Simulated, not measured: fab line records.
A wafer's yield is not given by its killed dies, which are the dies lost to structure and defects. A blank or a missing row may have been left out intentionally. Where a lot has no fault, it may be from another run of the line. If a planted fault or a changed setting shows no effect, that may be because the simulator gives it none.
Problem report, 8D (eight disciplines) form, completed by code    flow nand-harc    the parts of the form that need people (team, actions taken, sign-off) are left out

1. THE ISSUE
At NHARC_END_SORT_01, killed-at-array averages 98 over 4 wafers from 2 lots, while fault-free wafers read 27, standard deviation 9.9. Relative to the usual mean, that is a shift of +7.1 standard deviations.
Seen first at day 23 15:52 on prober-01, wafer L561.4. Wafers with a number at this step in the record: 6, from 2 lots. Rule for "out", or "out of limits": more than 4 standard deviations from the usual mean. The rest of the wafers with a number are treated as sound.

2. WHAT THIS IS AND IS NOT
question                     is                              is not
which readings at this step  killed-at-array, killed-dies    killed-at-other, killed-at-periphery, killed-open, killed-short
which lots                   L561, L564                      -
which wafers of those lots   L561.4, L561.5, L564.1, L564.5  L561.2, L564.3
read on which gauges         prober-01                       -
when                         from day 23 15:52               up to then (1 sound wafer); but 1 sound wafer of L564 came after

3. SUSPECTS, AND WHAT RULES EACH OUT
Counting: any tool at a process step up to the reading remains a suspect provided it ran every lot that is out. Sound lots after the first of them don't rule it out here, since some wafers of a struck lot are sound.
- the gauge at NHARC_END_SORT_01: kept. All the wafers that are out were read on prober-01, and no step on other tools shows them out.
- rie-metal-01 at NHARC_A_WL_FILL_ETCHBACK_05 (etches the open film in Cl2/BCl3, target depth 22 nm, time 60 s): kept. It ran every lot that is out, first L561 (day 18 20:39).
- rie-diel-06 at NHARC_A_BONDPAD_STRIP_15 (strips in O2): kept. It ran every lot that is out, first L561 (day 22 11:11).
- The sound lot-mates ran in chamber 1 of rie-metal-01 at NHARC_A_WL_FILL_ETCHBACK_05, but the wafers that are out ran in chamber 0.
- Within rie-diel-06 at NHARC_A_BONDPAD_STRIP_15: the wafers that are out ran in chambers 0, 3; their sound lot-mates ran in chambers 1, 2.
Left after counting: rie-metal-01 at NHARC_A_WL_FILL_ETCHBACK_05, rie-diel-06 at NHARC_A_BONDPAD_STRIP_15, prober-01 at NHARC_END_SORT_01.

4. THE CAUSE (what the simulator had put in)
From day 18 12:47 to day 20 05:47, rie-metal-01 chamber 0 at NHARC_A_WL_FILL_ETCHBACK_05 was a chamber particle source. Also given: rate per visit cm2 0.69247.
This tool is one of the 3 suspects left after counting.

5. THE CHAIN OF EFFECTS, in route order
One row per reading whose mean, taken over the struck wafers that have a number, lies over 3 standard deviations from the usual. Only readings whose record carries a usual standard deviation are examined. hours: median over the lots of the time between each lot's start at the first step of this table that gives one and its start at this step. sigmas: the change, counted in usual standard deviations.
hours  step               reading          usual  on struck wafers  change  sigmas
0      NHARC_END_SORT_01  killed-at-array  27     98                +70     +7.1
0      NHARC_END_SORT_01  killed-dies      31     101               +70     +7.0

6. HOW IT WOULD HAVE BEEN CAUGHT EARLIER
In this record the first reading out of limits at a measuring or inspecting step was taken at day 23 15:52, 123 hours after the fault began at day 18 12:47.
An alarm limit of 4 standard deviations would not have fired on the tool readings at NHARC_A_WL_FILL_ETCHBACK_05 for which the record gives a usual standard deviation, since none of them was out on any struck wafer.
By day 23 15:52, every lot that is out (2) had started NHARC_A_WL_FILL_ETCHBACK_05 on rie-metal-01. Holding the tool at that point would not have protected any of them.
